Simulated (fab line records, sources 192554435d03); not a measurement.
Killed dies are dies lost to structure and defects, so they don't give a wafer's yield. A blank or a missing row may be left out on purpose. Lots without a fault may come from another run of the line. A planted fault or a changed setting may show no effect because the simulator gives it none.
A struck lot beside a sound one | flow n5_finfet | 15 steps out of a route of 1938
Sound: wafers L942.1, L942.2, L942.4. Struck: wafer L953.1. (L953.4 of the same lot was not struck and is left out.) The cause comes at the end.
At each step with rows: each side's tool, then ch and its chambers, then its first start. Under that, the readings that differ: sound wafers | struck wafers | difference of the means | sigmas: that difference in standard deviations of wafers without a fault.
alike: readings whose means differ by less than 2 such deviations, and words and numbers that are the same on both sides. not compared: withheld readings, readings that some wafer has no value for, bounds like >300 that may hide the same value, and numbers for which the record gives no deviation and whose values overlap.
The two part at a step that has a row with sigmas, a row that says differs or no value, or rows on one side only. Numbers that don't overlap but have no deviation are shown without sigmas and don't part them. A reading that every wafer of one side lacks parts them only if that side has two wafers or more.

N5_BEOL_M7_CURE_75: cures SiCOH lowk, time 120 s.
  sound on uv_cure-02 ch 0, day 10 12:26; struck on uv_cure-02 ch 1, day 13 16:05
  alike: lamp_power_pct, wafer_temp_C_max
then, 1 step without rows for these wafers: N5_BEOL_M7_DEGAS_44 (time 60 s).
N5_BEOL_M7_PRE_CLEAN_45: time 30 s.
  sound on pvd_sputter-01, day 10 13:04; struck on pvd_sputter-02, day 13 16:49
  alike: heater_power_w
N5_BEOL_M7_ALD_77: deposits TaN, target thk 2 nm, pulse time 2 s, purge time 3 s.
  sound on ald_metal-01 ch 1,3, day 10 13:09; struck on ald_metal-01 ch 1, day 13 17:01
  alike: heater_power_w
N5_BEOL_M7_SURFACE_TREAT_79:
  sound on pvd_sputter-03, day 10 13:31; struck on pvd_sputter-02, day 13 17:18
  alike: ar_flow_sccm
  not compared: throttle_valve_pct
then, 1 step without rows for these wafers: N5_BEOL_M7_CVD_78 (deposits Co from CCTBA/H2, target thk 2 nm, time 142.3 s).
N5_BEOL_M7_SPUTTER_48: material Cu, target thk 10 nm, time 1.667 s.
  sound on pvd_sputter-03, day 10 15:28; struck on pvd_sputter-03, day 13 17:28
  alike: substrate_temp_c, throttle_valve_pct
then, 3 steps without rows for these wafers: N5_BEOL_M7_ECD_50 (material Cu, target thk 300 nm); N5_BEOL_M7_ANNEAL_51 (time 90 s); N5_BEOL_M7_CMP_52 (polishes, stops on SiCOH lowk, t overpolish 6.9 s, target thk 80 nm).
N5_BEOL_M7_THK_MEAS_53: measures by xrf.
  sound on film_metro-01, day 10 16:29; struck on film_metro-01, day 13 18:21
  alike: M7_THK
then, 1 step without rows for these wafers: N5_BEOL_M7_PRE_CLEAN_55 (time 15 s).
N5_BEOL_M7_DEP_56: deposits SiCN from 3MS/NH3, target thk 10 nm, time 17.5 s.
  sound on pecvd-04 ch 0,1,2, day 10 16:33; struck on pecvd-02 ch 0, day 13 18:25
  reading                                  | sound          | struck | difference | sigmas
  model.SiCN_of_BEOL_M7_DEP_56.thk_nm (nm) | 10.2 10.4 10.2 | 18.4   | +8.1       |
  alike: showerhead_plenum_p_Torr, throttle_valve_pct
N5_BEOL_M7_RS_MEAS_57: measures by four-point-probe.
  sound on film_metro-02, day 10 16:37; struck on film_metro-01, day 13 18:29
  alike: M7_RS
then, 1 step without rows for these wafers: N5_PASSIVATION_PROBE_49.

WHERE THEY PART
Nowhere in this record.

WHY: what the simulator had put in
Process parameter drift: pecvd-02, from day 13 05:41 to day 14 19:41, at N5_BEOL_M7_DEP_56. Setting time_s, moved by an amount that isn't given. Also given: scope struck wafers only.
